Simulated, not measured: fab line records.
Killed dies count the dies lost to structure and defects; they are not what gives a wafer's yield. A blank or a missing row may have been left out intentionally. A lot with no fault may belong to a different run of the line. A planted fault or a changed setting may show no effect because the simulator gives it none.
A lot that was struck, set against a sound lot / flow nand_harc / 40 out of 1159 route steps
Sound: wafers L601.1, L601.2, L601.4. Struck: wafer L608.3 (L608.2, L608.5, from the same lot, were not struck and are left out); the cause is given at the end.
Each step with rows lists, per side, the tool, then ch with its chambers, then its first start. Under that, the readings that differ: sound wafers / struck wafers / difference of the means / sigmas: that difference in standard deviations of wafers without a fault.
alike: readings with means less than 2 such deviations apart, plus words and numbers identical on both sides. not compared: withheld readings, readings lacking a value on some wafer, bounds such as >300 that could conceal the same value, and numbers that have no deviation in the record and whose values overlap.
A row with sigmas, a row that says differs or no value, or rows on one side alone: a step with any of these is where the two part. Non-overlapping numbers with no deviation appear without sigmas and do not part them. A reading missing from all wafers of one side parts the sides only when that side holds two or more wafers.

first, 7 steps without rows for these wafers: NHARC_A_STAIRCASE_DESCUM_219 (chemistry O2, time 3 s); NHARC_A_STAIRCASE_TRIM_220 (chemistry O2, time 211.2 s); NHARC_A_STAIRCASE_ETCH_221 (etches the open film in C4F8/O2, target depth 100 nm, time 40.5 s); NHARC_A_STAIRCASE_TRIM_222 (chemistry O2, time 211.2 s); NHARC_A_STAIRCASE_ETCH_223 (etches the open film in C4F8/O2, target depth 100 nm, time 40.5 s); NHARC_A_STAIRCASE_TRIM_224 (chemistry O2, time 211.2 s); NHARC_A_STAIRCASE_ETCH_225 (etches the open film in C4F8/O2, target depth 100 nm, time 40.5 s).
NHARC_A_STAIRCASE_TRIM_226: chemistry O2, time 211.2 s.
  sound: rie_diel-10 ch 1,2,3; struck: rie_diel-10 ch 2
reading=rf_hours_counter_h (h); sound=17 16 16; struck=38; difference=+22; sigmas=
  alike: drypump_motor_current_A, oes_product_au, rf_vpp_V, showerhead_plenum_p_Torr, throttle_valve_pct
then, 3 steps without rows for these wafers: NHARC_A_STAIRCASE_ETCH_227 (etches the open film in C4F8/O2, target depth 100 nm, time 40.5 s); NHARC_A_STAIRCASE_TRIM_229 (chemistry O2, time 211.2 s); NHARC_A_STAIRCASE_ETCH_230 (etches the open film in C4F8/O2, target depth 100 nm, time 40.5 s).
NHARC_A_STAIRCASE_TRIM_231: chemistry O2, time 211.2 s.
  sound on rie_diel-10 ch 0,1,3, day 10 15:21; struck on rie_diel-10 ch 3, day 13 10:09
reading=rf_hours_counter_h (h); sound=16 18 18; struck=41; difference=+24; sigmas=
  alike: drypump_motor_current_A, oes_product_au, rf_vpp_V, showerhead_plenum_p_Torr, throttle_valve_pct
NHARC_A_STAIRCASE_ETCH_232: etches the open film in C4F8/O2, target depth 100 nm, time 40.5 s.
  sound: rie_diel-10 ch 0,1,2; struck: rie_diel-10 ch 3
reading=rf_hours_counter_h (h); sound=18 16 16; struck=41; difference=+24; sigmas=
  alike: oes_product_au, rf_vpp_V
NHARC_A_STAIRCASE_TRIM_233: chemistry O2, time 211.2 s.
  sound: rie_diel-10 ch 0,1,2; struck: rie_diel-10 ch 3
reading=rf_hours_counter_h (h); sound=18 16 16; struck=41; difference=+24; sigmas=
  alike: drypump_motor_current_A, oes_product_au, rf_vpp_V, showerhead_plenum_p_Torr, throttle_valve_pct
then, 16 steps without rows for these wafers: NHARC_A_STAIRCASE_ETCH_234 (etches the open film in C4F8/O2, target depth 100 nm, time 40.5 s); NHARC_A_STAIRCASE_TRIM_235 (chemistry O2, time 211.2 s); NHARC_A_STAIRCASE_ETCH_236 (etches the open film in C4F8/O2, target depth 100 nm, time 40.5 s); NHARC_A_STAIRCASE_STRIP_238 (strips in O2); NHARC_A_STAIRCASE_STRIP_239 (strips in SPM, time 900 s); NHARC_A_STAIRCASE_PRECLEAN_240 (cleans in SC1); NHARC_A_STAIRCASE_SRD_241; NHARC_A_STAIRCASE_DEHYDRATE_242 (time 120 s); NHARC_A_STAIRCASE_HMDS_243 (time 30 s); NHARC_A_STAIRCASE_COAT_244; NHARC_A_STAIRCASE_SOFTBAKE_245 (time 170 s); NHARC_A_STAIRCASE_EBR_246; NHARC_A_STAIRCASE_EXPOSE_247 (exposes mask SDS 1); NHARC_A_STAIRCASE_PEB_248 (peb time 130 s); NHARC_A_STAIRCASE_DEVELOP_249 (time 140 s); NHARC_A_STAIRCASE_HARDBAKE_251 (time 140 s).
NHARC_A_STAIRCASE_DESCUM_252: chemistry O2, time 3 s.
  sound on rie_diel-05 ch 0,2,3, day 10 17:35; struck on rie_diel-05 ch 1, day 13 12:34
reading=rf_hours_counter_h (h); sound=23 21 19; struck=45; difference=+24; sigmas=
  alike: drypump_motor_current_A, oes_product_au, rf_vpp_V, showerhead_plenum_p_Torr, throttle_valve_pct
then, 6 steps without rows for these wafers: NHARC_A_STAIRCASE_ETCH_253 (etches the open film in C4F8/O2, target depth 50 nm, time 20.2 s); NHARC_A_STAIRCASE_STRIP_254 (strips in O2); NHARC_A_STAIRCASE_STRIP_255 (strips in SPM, time 900 s); NHARC_A_STAIRCASE_PRECLEAN_256 (cleans in SC1); NHARC_A_STAIRCASE_SRD_257; NHARC_A_STAIRCASE_HM_DEP_456 (deposits aC, target thk 1500 nm).
NHARC_A_STAIRCASE_DEP_259: deposits SiON, target thk 30 nm.
  sound on pecvd-03 ch 1,2, day 11 00:50; struck on pecvd-01 ch 1, day 13 20:37
  alike: heater_power_w, susceptor_temp_C
then, 1 step without rows for these wafers: NHARC_A_STAIRCASE_DEHYDRATE_281 (time 120 s).
-- record jumps: 8 days between struck wafers' starts before vs after; left off in module A_STAIRCASE, resumes in module END, first step shown is number 1159 of the route --
NHARC_END_SORT_01:
  only the struck wafers appear in the record here, on prober-02 ch 0 at day 21 16:22; the sound ones have no rows

== WHERE THEY PART ==
Only at NHARC_END_SORT_01, within this record.

WHY: whatever the simulator had introduced
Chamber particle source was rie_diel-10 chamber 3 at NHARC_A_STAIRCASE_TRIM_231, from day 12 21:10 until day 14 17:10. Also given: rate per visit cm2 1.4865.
